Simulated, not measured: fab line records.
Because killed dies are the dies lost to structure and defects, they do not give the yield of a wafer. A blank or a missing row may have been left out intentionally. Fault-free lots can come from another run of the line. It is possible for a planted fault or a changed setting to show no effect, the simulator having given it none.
Chamber matching | flow nandHarc | NHARC_A_M1_ETCH_35 on rieDiel-10 has 4 sister chambers
The step etches the open film in N2/H2, target depth 40 nm, overetch 12 nm, time 43.94 s. 20 wafers are shown with their chamber, then 10 later ones without.

## EACH WAFER AND ITS CHAMBER
wafer  | chamber | showerheadPlenumPTorr (Torr) | drypumpMotorCurrentA (A) | rfVppV (V)
L076.3 | 0       | 1.96                         | 6.2                      | 429.2
L076.4 | 3       | 2.10                         | 5.2                      | 432.6
L076.6 | 1       | 2.13                         | 5.8                      | 433.5
L080.3 | 3       | 2.10                         | 5.2                      | 432.0
L080.5 | 0       | 1.96                         | 6.2                      | 428.7
L080.6 | 1       | 2.13                         | 5.8                      | 434.8
L085.2 | 2       | 2.06                         | 5.1                      | 431.4
L085.4 | 3       | 2.10                         | 5.2                      | 432.7
L085.6 | 1       | 2.13                         | 5.8                      | 433.5
L087.2 | 1       | 2.12                         | 5.8                      | 433.8
L087.4 | 3       | 2.10                         | 5.2                      | 432.1
L087.6 | 2       | 2.06                         | 5.0                      | 430.9
L089.4 | 1       | 2.13                         | 5.8                      | 434.2
L089.5 | 3       | 2.10                         | 5.2                      | 433.4
L089.6 | 2       | 2.06                         | 5.0                      | 431.0
L090.1 | 1       | 2.12                         | 5.8                      | 432.1
L090.4 | 0       | 1.96                         | 6.2                      | 428.1
L090.5 | 3       | 2.10                         | 5.2                      | 434.1
L091.1 | 0       | 1.96                         | 6.3                      | 428.1
L091.4 | 0       | 1.96                         | 6.2                      | 427.8

SIGNATURES, as means of the wafers listed above
reading               | chamber 0 | chamber 1 | chamber 2 | chamber 3 | scatter within a chamber
showerheadPlenumPTorr | 1.9600    | 2.1267    | 2.0600    | 2.1000    | 0.00289
drypumpMotorCurrentA  | 6.220     | 5.800     | 5.033     | 5.200     | 0.0303
rfVppV                | 428.380   | 433.650   | 431.100   | 432.817   | 0.739
Rule: for each reading, subtract the chamber's mean from the wafer's reading, divide by that reading's scatter and square the result; add these up over the readings and take the root, which gives the wafer's distance from the chamber. The wafer belongs to the nearest chamber; if the next one is less than 2 further off, it can't be placed. The scatter is the square root of a quotient: the sum, over the shown wafers, of each reading's squared deviation from its chamber's mean, divided by wafers minus chambers.

## WAFERS WITHOUT THEIR CHAMBER
wafer  | showerheadPlenumPTorr (Torr) | drypumpMotorCurrentA (A) | rfVppV (V)
L091.5 | 2.10                         | 5.2                      | 431.5
L093.2 | 1.96                         | 6.2                      | 429.1
L093.3 | 2.10                         | 5.2                      | 432.4
L093.6 | 1.96                         | 6.2                      | 429.2
L092.1 | 2.10                         | 5.2                      | 430.9
L092.2 | 2.13                         | 5.8                      | 433.1
L092.6 | 2.12                         | 5.8                      | 433.4
L097.3 | 2.10                         | 5.2                      | 431.9
L097.4 | 2.06                         | 5.0                      | 431.8
L097.6 | 2.10                         | 5.3                      | 431.6

## THE CHAMBER EACH PASSED THROUGH
wafer  | from the rows above | in truth
L091.5 | 3                   | 3
L093.2 | 0                   | 0
L093.3 | 3                   | 3
L093.6 | 0                   | 0
L092.1 | 3                   | 3
L092.2 | 1                   | 1
L092.6 | 1                   | 1
L097.3 | 3                   | 3
L097.4 | 2                   | 2
L097.6 | 3                   | 3
Correctly placed: 10 of 10. Left unplaced by these rows: 0. Placed wrongly: 0.
